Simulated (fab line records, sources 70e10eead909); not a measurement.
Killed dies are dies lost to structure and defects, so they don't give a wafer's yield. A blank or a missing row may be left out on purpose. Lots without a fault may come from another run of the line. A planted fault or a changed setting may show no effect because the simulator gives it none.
A struck lot beside a sound one | flow nand_harc | 24 steps out of a route of 1302
Sound: wafers L730.2, L730.4, L730.5. Struck: wafers L742.1, L742.2, L742.3. The cause comes at the end.
At each step with rows: each side's tool, then ch and its chambers, then its first start. Under that, the readings that differ: sound wafers | struck wafers | difference of the means | sigmas: that difference in standard deviations of wafers without a fault.
alike: readings whose means differ by less than 2 such deviations, and words and numbers that are the same on both sides. not compared: withheld readings, readings that some wafer has no value for, bounds like >300 that may hide the same value, and numbers for which the record gives no deviation and whose values overlap.
The two part at a step that has a row with sigmas, a row that says differs or no value, or rows on one side only. Numbers that don't overlap but have no deviation are shown without sigmas and don't part them. A reading that every wafer of one side lacks parts them only if that side has two wafers or more.

NHARC_P_GATE_DESCUM_13: chemistry O2, time 3 s.
  sound on rie_diel-07 ch 0,2, day 4 19:03; struck on rie_diel-09 ch 1,2,3, day 9 16:20
  reading                         | sound          | struck         | difference | sigmas
  drypump_motor_current_A (A)     | 5.1 5.6 5.1    | 6.3 5.9 5.8    | +0.7       | +2
  showerhead_plenum_p_Torr (Torr) | 2.00 1.97 2.00 | 1.82 1.80 1.84 | -0.17      | -2
  alike: oes_product_au, rf_vpp_V, throttle_valve_pct
  not compared: rf_hours_counter_h
then, 6 steps without rows for these wafers: NHARC_P_GATE_ETCH_14 (etches SiO2 in dHF, target depth 48.8 nm); NHARC_P_GATE_STRIP_15 (strips in SPM, time 780 s); NHARC_P_GATE_PRECLEAN_71 (cleans in SC1); NHARC_P_GATE_SRD_72; NHARC_P_GATE_OXIDE_16 (material SiO2, target thk 3 nm, ox time 392 s); NHARC_P_GATE_CVD_17 (deposits poly-Si, target thk 150 nm, time 900 s).
NHARC_P_GATE_HM_DEP_102: deposits aC, target thk 120 nm.
  sound on acl_dep-02 ch 0, day 5 08:39; struck on acl_dep-01 ch 0, day 10 09:22
  alike: throttle_valve_pct
  not compared: susceptor_temp_C
NHARC_P_GATE_DEP_103: deposits SiON, target thk 30 nm.
  sound on pecvd-04 ch 0,1,2, day 5 09:13; struck on pecvd-02 ch 0,1,2, day 10 10:01
  alike: heater_power_w, rf_fwd_power_W, susceptor_temp_C
then, 3 steps without rows for these wafers: NHARC_P_GATE_DEHYDRATE_18 (time 120 s); NHARC_P_GATE_HMDS_19 (time 30 s); NHARC_P_GATE_COAT_20 (resist thk 90 nm).
NHARC_P_GATE_SOFTBAKE_21: time 55 s.
  sound on litho_track-01 ch 0, day 5 09:00; struck on litho_track-01 ch 0, day 10 10:00
  reading                  | sound                | struck               | difference | sigmas
  heater_power_total_W (W) | 188.44 188.74 188.62 | 214.17 213.86 213.91 | +25.38     | +99 or more
  alike: chill_plate_temp_C
then, 4 steps without rows for these wafers: NHARC_P_GATE_EBR_22; NHARC_P_GATE_EXPOSE_23 (exposes mask P GATE, target cd 120 nm); NHARC_P_GATE_PEB_24 (peb time 65 s); NHARC_P_GATE_DEVELOP_25 (develop time 35 s).
NHARC_P_GATE_CD_MEAS_26: target cd 120 nm.
  sound on cd_sem-01 ch 0, day 5 09:53; struck on cd_sem-03 ch 0, day 10 10:34
  reading    | sound             | struck            | difference | sigmas
  cd_nm (nm) | 120.1 119.7 120.1 | 121.4 122.0 120.7 | +1.4       | +2
NHARC_P_GATE_OVL_MEAS_27:
  sound on overlay-02, day 5 09:59; struck on overlay-02, day 10 10:40
  alike: overlay_x_nm, overlay_y_nm
NHARC_P_GATE_INSPECT_28:
  sound on defect_inspect-02, day 5 10:01; struck on defect_inspect-02, day 10 10:42
  alike: raw_defect_count
NHARC_P_GATE_DESCUM_31: chemistry O2, time 3 s.
  sound on rie_diel-04 ch 0,2,3, day 5 10:05; struck on rie_diel-07 ch 0,1,3, day 10 10:46
  reading                 | sound             | struck          | difference | sigmas
  model.P_GATE.cd_nm (nm) | 119.9 119.6 119.8 | 121.2 121.5 121 | +1.5       |
  alike: drypump_motor_current_A, oes_product_au, rf_vpp_V, showerhead_plenum_p_Torr, throttle_valve_pct
  not compared: rf_hours_counter_h
NHARC_P_GATE_ETCH_104: etches the open film in CF4/CHF3, target depth 60 nm.
  sound on rie_diel-04 ch 0,1, day 5 10:10; struck on rie_diel-07 ch 0,2,3, day 10 10:50
  reading                 | sound           | struck            | difference | sigmas
  model.P_GATE.cd_nm (nm) | 120.4 120.3 120 | 121.5 121.7 121.2 | +1.2       |
  alike: drypump_motor_current_A, oes_product_au, rf_fwd_power_W, rf_vpp_V, showerhead_plenum_p_Torr, throttle_valve_pct
NHARC_P_GATE_HM_OPEN_105: chemistry O2/COS, target depth 360 nm.
  sound on rie_diel-04 ch 0,1; struck on rie_diel-07 ch 0,1,3
  alike: drypump_motor_current_A, oes_product_au, rf_fwd_power_W, rf_vpp_V, showerhead_plenum_p_Torr, throttle_valve_pct
  not compared: rf_hours_counter_h
-- the record jumps here: 19 days lie between the struck wafers' starts before and after (it left off in module P_GATE and takes up again in module END, whose first step shown is number 1302 of the route) --
NHARC_END_SORT_01:
  the record has rows for the struck wafers here (prober-01 ch 0, day 29 18:56) and none for the sound ones

WHERE THEY PART
First at NHARC_P_GATE_DESCUM_13; last, within this record, at NHARC_END_SORT_01.

WHY: what the simulator had put in
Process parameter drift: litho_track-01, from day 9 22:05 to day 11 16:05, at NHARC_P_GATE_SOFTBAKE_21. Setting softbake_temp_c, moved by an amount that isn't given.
